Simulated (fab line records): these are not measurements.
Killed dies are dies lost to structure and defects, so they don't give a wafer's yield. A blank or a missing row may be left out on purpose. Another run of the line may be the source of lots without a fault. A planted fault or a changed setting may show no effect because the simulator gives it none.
Code-filled problem report in 8D (eight disciplines) form	flow nandHarc	the parts of the form that need people (team, actions taken, sign-off) are left out

1. THE ISSUE
NHARC_A_CONTACT_DEP_24, rfFwdPowerW: mean 789.6 W over 1 wafer from 1 lot; wafers with no fault: 898.9 W, standard deviation 2.6. Relative to the usual mean, that is a shift of -42 standard deviations.
The step: deposits SiO2, target thk 500 nm.
First seen on wafer L829.5, day 23 15:32, on pecvd-03. Wafers with a number at this step in the record: 36, from 12 lots. Rule for "out", or "out of limits": more than 4 standard deviations from the usual mean. Any other wafer with a number is counted as sound.

2. WHAT IT IS AND WHAT IT IS NOT
question	is	is not
which readings at this step	rfFwdPowerW	heaterPowerW, throttleValvePct
which lots	L829	L826, L827, L830, L831, L842, L843, L844, L845, L846, L847, L848
which wafers of those lots	L829.5	L829.3, L829.6
read on which tools	pecvd-03	pecvd-01, pecvd-04
when	from day 23 15:32	up to then (11 sound wafers); but 24 sound wafers of L831, L842, L843, L844, L845, L846, L847, L848 came after

3. THE SUSPECTS, EACH WITH WHAT RULES IT OUT
Counting: a tool at a process step up to the reading stays a suspect if it ran every lot that is out. Sound lots after the first of them don't rule it out here, since some wafers of a struck lot are sound.
- harEtch-02 at NHARC_A_SLIT_ETCH_26 (etches the open film in C4F8/O2/Ar, time 90 s, target depth 400 nm): kept. It processed L829, the lot that is out, at day 22 09:25, and its most recent sound lot before then was L830 at day 21 23:07.
- rieDiel-07 at NHARC_A_SLIT_STRIP_18 (strips in O2): kept. It processed L829, the lot that is out, at day 22 10:46, and its most recent sound lot before then was L830 at day 22 00:32. NHARC_A_SLIT_STRIP_18 gives no start for some lots, so the hours and the order of its lots are those of NHARC_A_SLIT_CD_MEAS_21.
- pecvd-03 at NHARC_A_CONTACT_DEP_24 (deposits SiO2, target thk 500 nm): kept. It processed L829, the lot that is out, at day 23 15:32, and its most recent sound lot before then was L830 at day 23 03:05. On those wafers its own readings are out: rfFwdPowerW.
- pecvd-03, NHARC_A_CONTACT_DEP_24: wafers that are out in chamber 2, sound lot-mates in chambers 0, 1.
The count leaves harEtch-02 at NHARC_A_SLIT_ETCH_26, rieDiel-07 at NHARC_A_SLIT_STRIP_18, and pecvd-03 at NHARC_A_CONTACT_DEP_24.

4. THE CAUSE (what the simulator had put in)
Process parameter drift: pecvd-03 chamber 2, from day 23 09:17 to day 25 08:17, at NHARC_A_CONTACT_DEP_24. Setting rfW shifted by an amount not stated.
3 suspects survive the count, and this tool is in that group.

5. SEQUENCE OF EFFECTS, ordered by route
Each row: a reading where the mean over the struck wafers with a number is more than 3 standard deviations away from the usual. Only readings for which the record gives a usual standard deviation are gone through. hours: the time from each lot's start at the first step in this table that gives one to its start at this step, as a median over the lots. sigmas: the change in usual standard deviations.
hours	step	reading	usual	on struck wafers	change	sigmas
0	NHARC_A_CONTACT_DEP_24	rfFwdPowerW	898.9 W	789.6	-109.3	-42
The process steps in it:
- NHARC_A_CONTACT_DEP_24: deposits SiO2, target thk 500 nm.

6. WHAT WOULD HAVE CAUGHT IT SOONER
First out-of-limits reading in this record: day 23 15:32, which is 6 hours after fault onset at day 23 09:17.
